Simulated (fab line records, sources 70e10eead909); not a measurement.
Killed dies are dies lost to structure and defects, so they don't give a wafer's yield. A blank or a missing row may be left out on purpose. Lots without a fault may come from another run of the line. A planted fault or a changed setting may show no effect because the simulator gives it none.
Chamber matching | flow nand_harc | NHARC_A_STAIRCASE_ETCH_444 on rie_diel-08: 4 sister chambers
The step etches the open film in C4F8/O2, target depth 10200 nm, time 3400 s. 4 wafers are shown with their chamber, then 7 later ones without.

WAFERS WITH THEIR CHAMBER
wafer  | chamber | rf_vpp_V (V)
L088.4 | 3       | 805
L089.2 | 2       | 807
L090.2 | 1       | 800
L090.4 | 0       | 808

WAFERS WITHOUT THEIR CHAMBER
wafer  | rf_vpp_V (V)
L090.5 | 800
L094.1 | 809
L094.2 | 800
L094.5 | 809
L096.1 | 800
L096.2 | 805
L096.3 | 806

WHICH CHAMBER EACH WENT THROUGH
wafer  | from the rows above          | in truth
L090.5 | 1                            | 1
L094.1 | can't be placed: 0 or 2      | 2
L094.2 | 1                            | 1
L094.5 | can't be placed: 0 or 2      | 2
L096.1 | 1                            | 1
L096.2 | 3                            | 3
L096.3 | can't be placed: 2 or 3 or 0 | 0
Placed correctly: 4 of 7. Can't be placed from these rows: 3 (the true chamber is among the candidates in 3). Placed wrongly: 0.
How it was worked out, from the rows above alone: a wafer's distance from a chamber is the root of the sum, over the readings, of the square of ((its reading less the chamber's mean) divided by the reading's scatter). The wafer belongs to the nearest chamber; if the next one is less than 2 further off, it can't be placed. A chamber's mean is the mean of its shown wafers. The scatter: with one shown wafer a chamber, the root of the mean of the squares of how far each hidden wafer lies from its nearest shown one.
